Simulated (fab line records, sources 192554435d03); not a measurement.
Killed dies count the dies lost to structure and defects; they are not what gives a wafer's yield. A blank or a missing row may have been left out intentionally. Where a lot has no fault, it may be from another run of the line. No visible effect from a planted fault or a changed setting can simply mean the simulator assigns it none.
fab line records | flow n5-finfet
record lots=12 wafers=35 last-day=18
route steps=1938 shown FIN_CUT@177 STI_FIN_REVEAL@188 PASSIVATION@1936
lots untouched by any fault: they come from a run of this same line in which no faults occurred
start-h: the number of hours between the record's first day and the start of the first shown wafer of the lot | wait-h: time in hours since the lot's previous step | " repeats the value in the row above | L1.1+2: a single row standing in for several wafers | - no value present, or no start provided | * or withheld: withheld | < > ~ a bound
route shown NAME@n: a module of which the file shows steps, and the number in the route of the first | usual: mean and standard deviation over wafers with no fault | same: alike in all rows | chamber/n: place in a boat | sites: per-site readings | _std_site: standard deviation across them | _edge_site: inner sites' mean taken away from outer sites' mean | radius-mm: for every site, how far away it sits from the centre of the wafer | mask NAME#n: copy n | behind: the most recent tool/chamber to have shaped the wafer | hold: why the lot was held/for how many hours/how that ended | device: the n, p or np transistor that did not switch | end of line: the tests these same wafers got at the end of their route | a step given without rows: its recipe and nothing more | killed: count of dies lost to structure and defects at first sort (not the wafer's yield) | map: a wafer's dies, x killed, . not, _ none there
set.NAME: the run value of the setting; set.NAME@STEP: its run value at that earlier step | model.NAME: the simulator's own value behind a step, which no gauge read
one table for each step of the route and one row for each wafer, over a sample of lots
services: from which hour (start-h, from the record's first day; less than 0 if before it) a tool's chamber was out of use, for how many hours, and why
## steps
# step N5_FIN_CUT_CUT_ETCH_28
# recipe chemistry=HBr/Cl2/O2 target=Si target-depth-a=60 mask-material=SOC time-s=2.4 ion-energy-ev=* bias-w=* pressure-mtorr=10 icp-w=800 HBr_flow_sccm=150 Cl2_flow_sccm=80 O2_flow_sccm=12
# usual drypump-motor-current-A=5.9/0.38 oes_o_777_au=1.02/0.059 oes-product-au=0.997/0.016 throttle-valve-pct=37.1/0.37
# columns lot.wafer tool chamber start-h wait-h drypump-motor-current-A oes_o_777_au oes-product-au rf-hours-counter-h throttle-valve-pct
L505.1 rie-si-06 3 28.31 0.0 6.3 1.13 0.979 124 36.9
L505.4 " 2 " " 6.1 0.97 0.982 9 36.3
L505.6 " 3 " " 6.3 1.13 0.987 - 36.8
L506.2 rie-si-05 3 33.23 0.0 5.9 0.95 0.978 156 37.9
L506.3 " 1 " " 6.1 0.97 1.018 116 37.1
L506.6 " 2 " " 6.4 1.06 0.988 - 37.2
L507.1 rie-si-05 1 40.91 0.0 6.1 0.97 1.016 117 37.1
L507.3 " 3 " " 5.8 0.94 0.969 156 37.9
L507.6 " 1 " " 6.2 0.97 1.004 - 37.1
L508.2 rie-si-06 3 47.66 0.0 6.3 1.13 0.993 124 36.8
L508.6 " 1 " " 6.2 1.12 1.014 - 37.0
L511.1 rie-si-06 1 64.60 0.0 6.2 1.12 1.008 192 37.0
L511.3 " 2 " " 6.1 0.99 0.990 10 36.3
L511.5 " 0 " " 5.2 0.99 1.019 - 37.2
L516.1 rie-si-06 2 96.38 0.0 6.1 0.98 0.985 10 36.3
L516.3 " 0 " " 5.2 0.99 1.021 37 37.2
L516.5 " 2 " " 6.1 0.97 0.985 - 36.3
L523.1 rie-si-05 0 136.93 0.0 5.3 1.03 0.995 4 37.2
L523.2 " 3 " " 5.8 0.94 0.974 158 37.9
L523.5 " 0 " " 5.3 1.02 0.993 - 37.2
L524.3 rie-si-04 2 141.78 0.0 5.9 1.05 0.985 142 36.8
L524.5 " 3 " " 5.7 1.06 1.021 - 36.8
L524.6 " 0 " " 5.5 1.06 1.002 - 37.4
L525.2 rie-si-05 1 148.36 0.0 6.1 0.97 1.002 119 37.1
L525.3 " 2 " " 6.4 1.06 0.977 92 37.2
L525.6 " 1 " " 6.2 0.96 1.002 - 37.1
L526.2 rie-si-04 0 154.10 0.0 5.5 1.06 1.004 42 37.4
L526.5 " 0 " " 5.6 1.06 0.994 - 37.4
L526.6 " 1 " " 5.9 0.94 1.021 - 36.8
L527.4 rie-si-05 3 159.76 0.0 5.8 0.95 0.965 158 37.9
L527.5 " 1 " " 6.2 0.97 1.009 - 37.1
L527.6 " 2 " " 6.4 1.07 0.986 - 37.2
L528.2 rie-si-04 1 167.21 0.0 5.9 0.93 1.019 100 36.8
L528.3 " 2 " " 5.9 1.06 0.980 143 36.8
L528.6 " 3 " " 5.7 1.07 1.006 - 36.8
# step N5_STI_FIN_REVEAL_THK_MEAS_05
# usual thk-nm=130.9/1.4
# columns lot.wafer tool chamber start-h wait-h thk-nm
L505.1 film-metro-02 - 34.36 - 129.8
L505.4 " - " " 131.2
L505.6 " - " " 129.3
L506.2 film-metro-02 - 38.87 - 130.7
L506.3 " - " " 129.8
L506.6 " - " " 132.7
L507.1 film-metro-02 - 46.99 0.2 128.4
L507.3 " - " " 130.4
L507.6 " - " " 128.1
L508.2 film-metro-01 - 54.02 - 128.6
L508.6 " - " " 131.6
L511.1 film-metro-01 - 70.24 - 129.0
L511.3 " - " " 130.8
L511.5 " - " " 128.6
L516.1 film-metro-02 - 102.98 - 132.4
L516.3 " - " " 130.9
L516.5 " - " " 132.0
L523.1 film-metro-02 - 144.09 - 130.0
L523.2 " - " " 129.4
L523.5 " - " " 130.8
L524.3 film-metro-01 - 147.43 - 129.0
L524.5 " - " " 132.6
L524.6 " - " " 129.2
L525.2 film-metro-01 - 154.63 - 129.9
L525.3 " - " " 132.0
L525.6 " - " " 129.4
L526.2 film-metro-02 - 160.06 - 129.0
L526.5 " - " " 130.0
L526.6 " - " " 132.5
L527.4 film-metro-02 - 165.42 - 133.8
L527.5 " - " " 131.2
L527.6 " - " " 132.6
L528.2 film-metro-02 - 172.85 - 130.1
L528.3 " - " " 131.3
L528.6 " - " " 130.0
# step N5_STI_FIN_REVEAL_RECESS_09
# recipe chemistry=HF/NH3 target=SiO2 afs-cycles=11 target-depth-a=425 temp-c=30 sublimation-temp-c=180 sublimation-time-s=60
# usual drypump-motor-current-A=6.16/0.18 temp-c=30.02/0.11
# columns lot.wafer tool chamber start-h wait-h drypump-motor-current-A temp-c
L505.1 vapor-etch-02 1 34.85 0.0 6.43 30.02
L505.4 " 1 " " 6.41 29.98
L505.6 " 0 " " 6.10 30.02
L506.2 vapor-etch-01 0 39.68 0.0 5.93 30.19
L506.3 " 1 " " 6.17 30.16
L506.6 " 0 " " 5.93 30.12
L507.1 vapor-etch-01 0 47.52 0.0 5.90 30.20
L507.3 " 1 " " 6.19 30.11
L507.6 " 1 " " 6.18 29.97
L508.2 vapor-etch-01 0 54.64 0.0 5.88 29.99
L508.6 " 1 55.70 1.1 6.15 30.02
L511.1 vapor-etch-02 1 70.80 0.0 6.44 30.02
L511.3 " 1 " " 6.42 30.07
L511.5 " 1 " " 6.43 30.11
L516.1 vapor-etch-01 1 103.47 0.0 6.15 30.31
L516.3 " 0 " " 5.88 30.06
L516.5 " 1 " " 6.17 30.12
L523.1 vapor-etch-02 1 144.58 0.0 6.41 30.12
L523.2 " 0 " " 6.14 29.99
L523.5 " 0 145.64 1.1 6.15 30.08
L524.3 vapor-etch-01 1 148.68 0.6 6.18 29.87
L524.5 " 1 " " 6.17 30.02
L524.6 " 0 " " 5.92 29.98
L525.2 vapor-etch-01 0 155.30 0.0 5.93 29.71
L525.3 " 0 " " 5.91 29.98
L525.6 " 0 " " 5.91 29.85
L526.2 vapor-etch-02 0 160.69 0.0 6.12 29.95
L526.5 " 1 161.75 1.1 6.41 30.14
L526.6 " 0 " " 6.13 29.98
L527.4 vapor-etch-01 0 166.46 0.6 5.89 30.02
L527.5 " 0 " " 5.86 30.09
L527.6 " 1 " " 6.20 29.67
L528.2 vapor-etch-02 1 173.45 0.0 6.40 30.11
L528.3 " 0 " " 6.13 30.03
L528.6 " 0 " " 6.13 29.97
# step N5_STI_FIN_REVEAL_STRIP_35
# recipe chemistry=H3PO4 material=Si3N4 temp-c=165 target-depth-a=40 time-s=39
# usual bath-guard-temp-C=165.1/0.49 bath-heat-duty-pct=28.4/2.6 temp-c=165.00/0.15
# columns lot.wafer tool chamber start-h wait-h bath-guard-temp-C bath-heat-duty-pct temp-c
L505.1 wet-bench-06 2 37.30 0.2 165.1 24.7 164.90
L505.4 " 7 " " 166.1 26.1 165.15
L505.6 " 6 " " 165.0 25.4 165.09
L506.2 wet-bench-02 1 42.14 0.2 165.6 29.4 165.08
L506.3 " 7 " " 166.2 31.3 165.20
L506.6 " 5 " " 165.0 25.5 164.98
L507.1 wet-bench-01 1 49.97 0.2 165.9 28.2 165.15
L507.3 " 0 " " 164.8 26.6 165.13
L507.6 " 4 " " 165.7 30.5 164.90
L508.2 wet-bench-02 0 57.10 0.2 166.0 33.4 165.00
L508.6 " 5 " " 165.0 27.1 165.20
L511.1 wet-bench-06 6 73.24 0.2 165.4 29.7 164.83
L511.3 " 7 " " 166.2 24.9 164.82
L511.5 " 4 " " 165.3 27.9 165.00
L516.1 wet-bench-06 2 105.92 0.2 165.3 24.7 164.92
L516.3 " 4 " " 164.8 27.7 164.86
L516.5 " 5 " " 165.3 26.7 165.16
L523.1 wet-bench-02 3 147.03 0.2 - - -
L523.2 " 7 " " - - -
L523.5 " 0 " " - - -
L524.3 wet-bench-06 3 150.66 0.2 - - -
L524.5 " 1 " " - - -
L524.6 " 0 " " - - -
L525.2 wet-bench-06 4 157.77 0.2 - - -
L525.3 " 6 " " - - -
L525.6 " 3 " " - - -
L526.2 wet-bench-02 6 163.13 0.2 164.7 26.9 165.02
L526.5 " 1 " " 165.6 32.2 164.87
L526.6 " 2 " " 164.7 28.3 165.04
L527.4 wet-bench-01 3 168.38 0.1 165.1 29.0 164.93
L527.5 " 7 " " 165.2 30.2 165.13
L527.6 " 6 " " 164.7 32.8 164.98
L528.2 wet-bench-02 5 175.90 0.2 164.7 26.0 165.03
L528.3 " 6 " " 165.0 28.5 164.80
L528.6 " 7 " " 165.7 31.4 165.09
# step N5_STI_FIN_REVEAL_FIN_H_MEAS_10
# usual trench-depth-nm=51.6/0.67
# columns lot.wafer tool chamber start-h wait-h trench-depth-nm
L505.1 ocd-01 - 37.55 0.0 51.2
L505.4 " - " " 51.2
L505.6 " - " " 51.6
L506.2 ocd-02 - 42.39 0.0 53.2
L506.3 " - " " 52.2
L506.6 " - " " 52.1
L507.1 ocd-02 - 50.40 0.0 51.4
L507.3 " - " " 52.1
L507.6 " - " " 50.8
L508.2 ocd-01 - 57.35 0.0 51.9
L508.6 " - " " 51.8
L511.1 ocd-02 - 73.49 0.0 52.5
L511.3 " - " " 53.1
L511.5 " - " " 52.0
L516.1 ocd-02 - 106.17 0.0 51.8
L516.3 " - " " 50.4
L516.5 " - " " 52.9
L523.1 ocd-02 - 147.29 0.0 46.4
L523.2 " - " " 47.5
L523.5 " - " " 46.9
L524.3 ocd-02 - 150.93 0.0 47.8
L524.5 " - " " 48.6
L524.6 " - " " 47.0
L525.2 ocd-01 - 158.03 0.0 47.9
L525.3 " - " " 48.4
L525.6 " - " " 47.4
L526.2 ocd-01 - 163.39 0.0 51.7
L526.5 " - " " 50.7
L526.6 " - " " 51.9
L527.4 ocd-01 - 168.64 0.0 51.4
L527.5 " - " " 51.4
L527.6 " - " " 52.0
L528.2 ocd-02 - 176.26 0.0 51.7
L528.3 " - " " 51.2
L528.6 " - " " 51.4
# step N5_PASSIVATION_PROBE_49
# usual killed_at_M0_to_M3=32/11 killed_at_M4_up=12/4.4 killed-at-contacts=13/6.1 killed-at-front-end=39/12 killed-at-other=3.9/3 killed-dies=100/17 killed-open=66/12 killed-short=33/7.4
# same gross-dies=1180 killed-at-back-side=0
# columns lot.wafer tool chamber start-h wait-h killed_at_M0_to_M3 killed_at_M4_up killed-at-contacts killed-at-front-end killed-at-other killed-dies killed-open killed-short
L505.1 prober-02 - 283.00 0.0 30 16 19 28 7 100 68 31
L505.4 prober-02 - 283.15 0.2 24 13 23 46 3 109 80 29
L505.6 prober-02 - 283.25 0.3 37 15 26 39 4 121 78 35
L524.3 prober-02 - 394.13 0.1 29 10 4 42 5 90 62 23
L524.5 prober-02 - 394.23 0.2 45 14 1 43 6 109 71 38
L524.6 prober-02 - 394.28 0.3 38 10 10 34 1 93 60 32
L525.2 prober-02 - 396.77 0.1 36 10 12 32 2 92 55 37
L525.3 prober-02 - 396.82 0.1 23 14 15 17 4 73 47 24
L525.6 prober-02 - 396.97 0.3 16 19 10 31 1 77 47 30
L526.2 prober-01 - 421.79 0.1 22 14 5 58 5 104 72 31
L526.5 prober-01 - 421.94 0.2 24 9 19 32 5 89 63 24
L526.6 prober-01 - 421.99 0.3 15 11 8 36 9 79 55 23
# killed by level:class
L505.1 MOL_CONTACT_COAG:geometric-particle:open=14 FIN_SAQP:geometric-particle:open=8 BEOL_M0_SAQP:geometric-particle:open=8 MOL_CONTACT_COAG:geometric-particle:short=5 STI_FIN_REVEAL:geometric-particle:open=5 BEOL_M2:geometric-particle:open=5 BEOL_M3:geometric-particle:open=5 FIN_SAQP:geometric-particle:short=4
L505.4 MOL_CONTACT_COAG:geometric-particle:open=22 STI_FIN_REVEAL:geometric-particle:open=16 BEOL_M1:geometric-particle:open=7 FIN_SAQP:geometric-particle:open=6 BEOL_M2:geometric-particle:open=6 FIN_SAQP:geometric-particle:short=5 ILD0:geometric-particle:short=5 ILD0:geometric-particle:open=4
L505.6 MOL_CONTACT_COAG:geometric-particle:open=20 BEOL_M0_SAQP:geometric-particle:open=11 BEOL_M2:geometric-particle:open=9 BEOL_M0_SAQP:geometric-particle:short=8 HKMG_FIN:area-etch=8 GATE_CUT:geometric-particle:open=6 MOL_CONTACT_COAG:geometric-particle:short=6 FIN_SAQP:geometric-particle:open=5
L524.3 FIN_SAQP:geometric-particle:open=11 BEOL_M0_SAQP:geometric-particle:open=9 BEOL_M1:geometric-particle:open=6 BEOL_M2:geometric-particle:open=6 FIN_SAQP:geometric-particle:short=5 DUMMY_GATE:geometric-particle:open=5 STI_FIN_REVEAL:geometric-particle:open=3 GATE_CUT:geometric-particle:short=3
L524.5 BEOL_M2:geometric-particle:open=14 FIN_SAQP:geometric-particle:open=10 FIN_SAQP:geometric-particle:short=8 BEOL_M0_SAQP:geometric-particle:short=8 BEOL_M3:geometric-particle:open=8 STI_FIN_REVEAL:geometric-particle:open=6 BEOL_M4:geometric-particle:open=6 DUMMY_GATE:geometric-particle:open=4
L524.6 FIN_SAQP:geometric-particle:open=12 BEOL_M0_SAQP:geometric-particle:short=12 BEOL_M1:geometric-particle:open=9 MOL_CONTACT_COAG:geometric-particle:open=8 BEOL_M0_SAQP:geometric-particle:open=8 FIN_SAQP:geometric-particle:short=5 STI_FIN_REVEAL:geometric-particle:open=4 BEOL_M1:geometric-particle:short=4
L525.2 BEOL_M0_SAQP:geometric-particle:short=12 MOL_CONTACT_COAG:geometric-particle:open=9 BEOL_M3:geometric-particle:open=8 FIN_SAQP:geometric-particle:short=8 BEOL_M0_SAQP:geometric-particle:open=8 GATE_CUT:geometric-particle:short=5 FIN_SAQP:geometric-particle:open=4 BEOL_M2:geometric-particle:open=4
L525.3 MOL_CONTACT_COAG:geometric-particle:open=12 BEOL_M0_SAQP:geometric-particle:open=6 BEOL_M4:geometric-particle:open=5 BEOL_M0_SAQP:geometric-particle:short=4 BEOL_M1:geometric-particle:short=4 STI_FIN_REVEAL:geometric-particle:open=3 DUMMY_GATE:geometric-particle:open=3 MOL_CONTACT_COAG:geometric-particle:short=3
L525.6 MOL_CONTACT_COAG:geometric-particle:open=8 BEOL_M4:geometric-particle:open=7 GATE_CUT:geometric-particle:short=6 STARTING-WAFER:geometric-particle:short=6 BEOL_M0_SAQP:geometric-particle:open=5 FIN_SAQP:geometric-particle:open=4 FIN_SAQP:geometric-particle:short=4 STI_FIN_REVEAL:geometric-particle:open=3
L526.2 FIN_SAQP:geometric-particle:open=29 FIN_SAQP:geometric-particle:short=11 BEOL_M3:geometric-particle:open=8 BEOL_M0_SAQP:geometric-particle:short=6 MOL_CONTACT_COAG:geometric-particle:open=5 STI_FIN_REVEAL:geometric-particle:open=4 BEOL_M1:geometric-particle:open=4 BEOL_M4:geometric-particle:open=4
L526.5 MOL_CONTACT_COAG:geometric-particle:open=16 FIN_SAQP:geometric-particle:open=12 BEOL_M1:geometric-particle:open=10 GATE_CUT:geometric-particle:open=4 BEOL_M0_SAQP:geometric-particle:short=4 BEOL_M5:geometric-particle:short=3 STI_FIN_REVEAL:geometric-particle:open=3 DUMMY_GATE:geometric-particle:open=3
L526.6 FIN_SAQP:geometric-particle:open=9 FIN_SAQP:geometric-particle:short=7 STI_FIN_REVEAL:geometric-particle:open=6 MOL_CONTACT_COAG:geometric-particle:open=6 BEOL_M3:geometric-particle:open=4 BEOL_M4:geometric-particle:open=4 MIM_TOP_ETCH:geometric-particle:open=4 STARTING-WAFER:geometric-particle:open=4
## services
# columns tool chamber start-h hours kind
vapor-etch-02 - 13.22 0.1 repair
wet-bench-06 - 65.36 1.9 repair
rie-si-06 0 74.82 4.1 repair
vapor-etch-01 - 89.86 2.1 repair
rie-si-04 1 91.15 37.1 repair
rie-si-06 1 149.14 - clean
rie-si-06 1 149.14 18.9 scheduled-down
rie-si-06 1 149.14 18.9 vent-cycle
vapor-etch-02 1 165.05 5.2 repair
wet-bench-01 - 171.16 0.8 repair
## key
first-sign step=N5_STI_FIN_REVEAL_STRIP_35 reading=tool-record direction=missing
effect step=N5_STI_FIN_REVEAL_FIN_H_MEAS_10 reading=trench-depth-nm direction=down sigmas=6.1 usual=51.6 struck=47.6
met-at N5_STI_FIN_REVEAL_STRIP_35
struck-lots L523,L524,L525
tester-left-out L523,L524,L525
baseline-loss step=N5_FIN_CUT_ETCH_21 wafers=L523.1
not-acting-at N5_FIN_CUT_CUT_ETCH_28,N5_STI_FIN_REVEAL_THK_MEAS_05,N5_STI_FIN_REVEAL_RECESS_09
onset-between 105.92 147.03
fault kind=skipped-step-whole tool=wet-bench-02,wet-bench-06 chamber=- onset-h=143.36 steps=N5_STI_FIN_REVEAL_STRIP_35 scope=struck-lots-only
# tester-left-out: of these lots the tester's yield and bins aren't shown, on N5 and GAA mostly nor the transistor test; their killed dies are dies lost to structure and defects alone, not to doping, threshold or leakage, so they don't give the yield
# baseline-loss: these wafers lose ten dies or more at that step, a loss of the line's own and not of a fault; the sort's usual values leave them out
